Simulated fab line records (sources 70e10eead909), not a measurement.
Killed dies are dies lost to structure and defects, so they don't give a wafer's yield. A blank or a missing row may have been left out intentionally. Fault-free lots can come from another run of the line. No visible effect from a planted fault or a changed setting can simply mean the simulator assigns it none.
Matching of chambers ; flow nand-harc ; 3 sister chambers for NHARC_A_SLIT_DEP_23 on pecvd-04
The step deposits SiON, target thk 100 nm. 16 wafers are shown with their chamber, then 8 later ones without.

WAFERS PAIRED WITH THEIR CHAMBERS
wafer;chamber;heater-power-w (W);susceptor-temp-C (C)
L075.1;2;662;400.21
L075.3;0;735;399.96
L075.4;1;887;399.76
L078.2;1;924;399.78
L078.5;2;668;399.77
L078.6;0;751;400.28
L088.2;0;797;399.88
L088.5;2;542;399.78
L088.6;1;814;400.06
L087.2;1;905;399.86
L087.3;0;743;399.93
L087.4;0;760;400.10
L090.1;2;563;400.05
L090.3;0;684;399.87
L090.4;1;806;400.00
L091.2;0;830;399.96

SIGNATURES (means of the wafers above)
reading;chamber 0;chamber 1;chamber 2;scatter within a chamber
heater-power-w;757.14;867.20;608.75;53.7
susceptor-temp-C;399.9971;399.8920;399.9525;0.161
Rule: for a wafer and a chamber, the distance is found by dividing, reading by reading, the gap between the wafer's reading and the chamber's mean by the reading's scatter, squaring, summing and taking the root. The wafer belongs to the nearest chamber; if the next one is less than 2 further off, it can't be placed. The scatter is the square root of a quotient: the sum, over the shown wafers, of each reading's squared deviation from its chamber's mean, divided by wafers minus chambers.

WAFERS WITH NO CHAMBER GIVEN
wafer;heater-power-w (W);susceptor-temp-C (C)
L091.3;864;399.81
L091.4;656;399.95
L095.2;791;400.32
L095.4;906;399.85
L095.6;806;400.36
L093.2;906;400.13
L093.4;914;400.14
L093.5;654;399.91

THE CHAMBER EACH PASSED THROUGH
wafer;from the rows above;in truth
L091.3;can't be placed: 1 or 0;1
L091.4;can't be placed: 2 or 0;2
L095.2;can't be placed: 0 or 1 or 2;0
L095.4;1;1
L095.6;can't be placed: 0 or 1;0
L093.2;can't be placed: 1 or 0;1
L093.4;can't be placed: 1 or 0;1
L093.5;can't be placed: 2 or 0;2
1 of 8 placed correctly. Can't be placed from these rows: 7 (the true chamber is among the candidates in 7). Wrongly placed: 0.
